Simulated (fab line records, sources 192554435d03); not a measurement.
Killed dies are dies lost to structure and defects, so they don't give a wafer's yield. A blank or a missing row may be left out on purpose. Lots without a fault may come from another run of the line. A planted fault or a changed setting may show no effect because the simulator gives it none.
Split-lot experiment | flow n5_finfet | 7 lots, 21 wafers read, on a route of 1938 steps

THE SPLIT
At N5_BEOL_M6_HM_DEP_02 (deposits TiN, target thk 20 nm), the setting target_thk_a was moved away from the recipe's 200 angstrom on 5 of the 21 wafers read, by -10.0% to +5.8%. The other wafers ran this setting at the recipe's value.

The reading is taken at the split's own step.

THE READING
TiN_of_BEOL_M6_HM_DEP_02.thk_nm (the simulator's own value, which no gauge read), in nm, at N5_BEOL_M6_HM_DEP_02 (deposits TiN, target thk 20 nm). The file gives no usual value for it. The 16 wafers here that ran the recipe average 20.0 nm, standard deviation 0.22 nm.

wafer  | tool, chamber at the split | target_thk_a as run, angstrom | against the recipe | TiN_of_BEOL_M6_HM_DEP_02.thk_nm, nm | against lot-mates on the recipe
L078.1 | pvd_sputter-03, -          | 200                           | recipe             | 20.2                                | -
L078.6 | pvd_sputter-03, -          | 200                           | recipe             | 20.2                                | -
L078.5 | pvd_sputter-03, -          | 200                           | recipe             | 20.4                                | -
L084.4 | pvd_sputter-03, -          | 209                           | +4.5%              | 20.6                                | +1.0
L084.5 | pvd_sputter-03, -          | 200                           | recipe             | 19.6                                | -
L084.6 | pvd_sputter-03, -          | 200                           | recipe             | 19.6                                | -
L085.4 | pvd_sputter-01, -          | 200                           | recipe             | 20                                  | -
L085.5 | pvd_sputter-01, -          | 200                           | recipe             | 20                                  | -
L085.6 | pvd_sputter-01, -          | 200                           | recipe             | 20                                  | -
L087.3 | pvd_sputter-01, -          | 200                           | recipe             | 19.8                                | -
L087.5 | pvd_sputter-01, -          | 200                           | recipe             | 19.8                                | -
L087.6 | pvd_sputter-01, -          | 209.8                         | +4.9%              | 20.8                                | +1.0
L089.1 | pvd_sputter-03, -          | 200                           | recipe             | 19.8                                | -
L089.2 | pvd_sputter-03, -          | 200                           | recipe             | 20                                  | -
L089.4 | pvd_sputter-03, -          | 200                           | recipe             | 20                                  | -
L094.1 | pvd_sputter-02, -          | 200                           | recipe             | 20.2                                | -
L094.4 | pvd_sputter-02, -          | 180                           | -10.0%             | 18.2                                | -2.0
L094.5 | pvd_sputter-02, -          | 180                           | -10.0%             | 18.4                                | -1.8
L097.1 | pvd_sputter-02, -          | 200                           | recipe             | 20.2                                | -
L097.2 | pvd_sputter-02, -          | 200                           | recipe             | 20.2                                | -
L097.6 | pvd_sputter-02, -          | 211.6                         | +5.8%              | 22                                  | +1.8

THE FIT
A straight line over all 21 wafers: TiN_of_BEOL_M6_HM_DEP_02.thk_nm changes by +0.189 nm for each +1% of target_thk_a; r = +0.92; the points scatter about the line by 0.3 nm.
The same after taking each lot's own level away (the mean of its wafers on the recipe; 21 wafers): +0.209 nm for each +1%; r = +0.98; scatter 0.15 nm.
On that fit, the largest move of target_thk_a shifts the reading by 2.1 nm.
The lots' own levels span 19.60 to 20.27 nm, that is 3.0 times the standard deviation above.
So the lot-to-lot level changes the slope little: the two slopes agree.
Check: with one of the wafers moved furthest among these (-10.0%) left out of the fit, the line predicts -2.07 nm for it against its lot-mates. It came out at -2 nm against them.

OTHER SPLITS ON THESE WAFERS
These wafers also went through other splits before the reading. Each is held against what the fit with the lots' levels taken away leaves over:
other split on the same wafers    | wafers away from the commonest value | r with TiN_of_BEOL_M6_HM_DEP_02.thk_nm (lot level and that fit taken away)
N5_BEOL_M2_COAT_62 spin_rpm       | 6                                    | -0.26
N5_BEOL_M3_ILD_DEP_00 time_s      | 8                                    | -0.39
N5_BEOL_M3_HM_DEP_02 target_thk_a | 6                                    | +0.06
N5_BEOL_M5_HM_DEP_02 target_thk_a | 7                                    | +0.09
N5_BEOL_M5_COAT_05 spin_rpm       | 10                                   | +0.02

THE FILE'S OWN FIT
TiN_of_BEOL_M6_HM_DEP_02.thk_nm changes by +0.218 nm for each +1% of target_thk_a, r = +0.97.
